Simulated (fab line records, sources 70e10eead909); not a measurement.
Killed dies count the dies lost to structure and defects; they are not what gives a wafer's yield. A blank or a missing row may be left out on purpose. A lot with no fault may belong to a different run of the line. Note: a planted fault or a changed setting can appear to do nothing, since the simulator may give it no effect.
Chamber matching :: flow nandHarc :: 4 sister chambers for NHARC_A_M0_STRIP_18 on rieDiel-10
The step strips in N2/H2. 16 wafers are shown with their chamber, then 8 later ones without.

== WAFERS WITH THEIR CHAMBER ==
wafer: L074.3
chamber: 2
showerheadPlenumPTorr (Torr): 2.16
oesProductAu (a.u.): 0.991
rfVppV (V): 89.9

wafer: L074.4
chamber: 0
showerheadPlenumPTorr (Torr): 2.15
oesProductAu (a.u.): 1.011
rfVppV (V): 91.0

wafer: L074.5
chamber: 3
showerheadPlenumPTorr (Torr): 1.96
oesProductAu (a.u.): 1.005
rfVppV (V): 89.9

wafer: L075.1
chamber: 0
showerheadPlenumPTorr (Torr): 2.15
oesProductAu (a.u.): 1.016
rfVppV (V): 89.4

wafer: L075.4
chamber: 2
showerheadPlenumPTorr (Torr): 2.17
oesProductAu (a.u.): 0.987
rfVppV (V): 90.6

wafer: L075.5
chamber: 2
showerheadPlenumPTorr (Torr): 2.17
oesProductAu (a.u.): 1.008
rfVppV (V): 92.1

wafer: L076.1
chamber: 0
showerheadPlenumPTorr (Torr): 2.15
oesProductAu (a.u.): 1.022
rfVppV (V): 90.9

wafer: L076.3
chamber: 2
showerheadPlenumPTorr (Torr): 2.17
oesProductAu (a.u.): 0.994
rfVppV (V): 92.3

wafer: L076.4
chamber: 1
showerheadPlenumPTorr (Torr): 1.98
oesProductAu (a.u.): 1.008
rfVppV (V): 89.6

wafer: L078.1
chamber: 2
showerheadPlenumPTorr (Torr): 2.16
oesProductAu (a.u.): 0.994
rfVppV (V): 92.6

wafer: L078.4
chamber: 3
showerheadPlenumPTorr (Torr): 1.96
oesProductAu (a.u.): 0.982
rfVppV (V): 90.3

wafer: L078.6
chamber: 0
showerheadPlenumPTorr (Torr): 2.15
oesProductAu (a.u.): 1.015
rfVppV (V): 91.9

wafer: L077.2
chamber: 3
showerheadPlenumPTorr (Torr): 1.96
oesProductAu (a.u.): 0.990
rfVppV (V): 91.0

wafer: L077.4
chamber: 0
showerheadPlenumPTorr (Torr): 2.15
oesProductAu (a.u.): 1.025
rfVppV (V): 92.6

wafer: L077.6
chamber: 1
showerheadPlenumPTorr (Torr): 1.98
oesProductAu (a.u.): 1.000
rfVppV (V): 89.0

wafer: L081.1
chamber: 0
showerheadPlenumPTorr (Torr): 2.15
oesProductAu (a.u.): 1.019
rfVppV (V): 92.2

SIGNATURES, as means of the wafers listed above
reading: showerheadPlenumPTorr
chamber 0: 2.1500
chamber 1: 1.9800
chamber 2: 2.1660
chamber 3: 1.9600
scatter within a chamber: 0.00316

reading: oesProductAu
chamber 0: 1.01800
chamber 1: 1.00400
chamber 2: 0.99480
chamber 3: 0.99233
scatter within a chamber: 0.00755

reading: rfVppV
chamber 0: 91.333
chamber 1: 89.300
chamber 2: 91.500
chamber 3: 90.400
scatter within a chamber: 1.04
Rule: for a wafer and a chamber, the distance is found by dividing, reading by reading, the gap between the wafer's reading and the chamber's mean by the reading's scatter, squaring, summing and taking the root. If the next closest chamber is less than 2 further off than the closest, the wafer can't be placed; otherwise it belongs to the closest. The scatter: take each reading less its chamber's mean, square it, sum over the shown wafers, divide by the number of wafers less the number of chambers, and take the root.

== WAFERS WHOSE CHAMBER IS MISSING ==
wafer: L081.3
showerheadPlenumPTorr (Torr): 2.16
oesProductAu (a.u.): 0.991
rfVppV (V): 92.4

wafer: L081.5
showerheadPlenumPTorr (Torr): 2.15
oesProductAu (a.u.): 1.002
rfVppV (V): 89.1

wafer: L090.3
showerheadPlenumPTorr (Torr): 2.15
oesProductAu (a.u.): 1.003
rfVppV (V): 91.2

wafer: L090.4
showerheadPlenumPTorr (Torr): 1.96
oesProductAu (a.u.): 0.978
rfVppV (V): 90.8

wafer: L090.5
showerheadPlenumPTorr (Torr): 2.16
oesProductAu (a.u.): 1.007
rfVppV (V): 90.8

wafer: L097.1
showerheadPlenumPTorr (Torr): 1.97
oesProductAu (a.u.): 1.000
rfVppV (V): 90.1

wafer: L097.4
showerheadPlenumPTorr (Torr): 2.16
oesProductAu (a.u.): 1.003
rfVppV (V): 91.4

wafer: L097.6
showerheadPlenumPTorr (Torr): 1.95
oesProductAu (a.u.): 1.014
rfVppV (V): 88.5

== THE CHAMBER EACH PASSED THROUGH ==
wafer: L081.3
from the rows above: 2
in truth: 2

wafer: L081.5
from the rows above: 0
in truth: 0

wafer: L090.3
from the rows above: 0
in truth: 0

wafer: L090.4
from the rows above: 3
in truth: 3

wafer: L090.5
from the rows above: can't be placed: 2 or 0
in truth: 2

wafer: L097.1
from the rows above: can't be placed: 1 or 3
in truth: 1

wafer: L097.4
from the rows above: can't be placed: 2 or 0
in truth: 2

wafer: L097.6
from the rows above: 3
in truth: 3
Correctly placed: 5 of 8. Not placeable from these rows: 3 (in 3, the candidates include the true chamber). Wrongly placed: 0.
